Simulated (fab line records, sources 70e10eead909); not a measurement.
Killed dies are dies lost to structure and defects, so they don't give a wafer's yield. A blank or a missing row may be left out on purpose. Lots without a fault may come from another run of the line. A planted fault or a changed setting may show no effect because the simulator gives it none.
Chamber matching | flow nand_harc | NHARC_A_CONTACT_DEP_58 on pecvd-03: 3 sister chambers
The step deposits SiON, target thk 90 nm. 3 wafers are shown with their chamber, then 9 later ones without.

WAFERS WITH THEIR CHAMBER
wafer  | chamber | heater_power_w (W)
L087.1 | 1       | 919
L087.2 | 2       | 833
L087.3 | 0       | 743

WAFERS WITHOUT THEIR CHAMBER
wafer  | heater_power_w (W)
L093.1 | 710
L093.3 | 765
L093.4 | 704
L095.1 | 702
L095.2 | 922
L095.6 | 925
L095.3 | 663
L095.4 | 682
L095.5 | 705

WHICH CHAMBER EACH WENT THROUGH
wafer  | from the rows above     | in truth
L093.1 | 0                       | 0
L093.3 | can't be placed: 0 or 2 | 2
L093.4 | 0                       | 0
L095.1 | 0                       | 0
L095.2 | 1                       | 1
L095.6 | 1                       | 1
L095.3 | 0                       | 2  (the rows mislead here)
L095.4 | 0                       | 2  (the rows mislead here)
L095.5 | 0                       | 0
Placed correctly: 6 of 9. Can't be placed from these rows: 1 (the true chamber is among the candidates in 1). Placed wrongly: 2.
How it was worked out, from the rows above alone: a wafer's distance from a chamber is the root of the sum, over the readings, of the square of ((its reading less the chamber's mean) divided by the reading's scatter). The wafer belongs to the nearest chamber; if the next one is less than 2 further off, it can't be placed. A chamber's mean is the mean of its shown wafers. The scatter: with one shown wafer a chamber, the root of the mean of the squares of how far each hidden wafer lies from its nearest shown one.
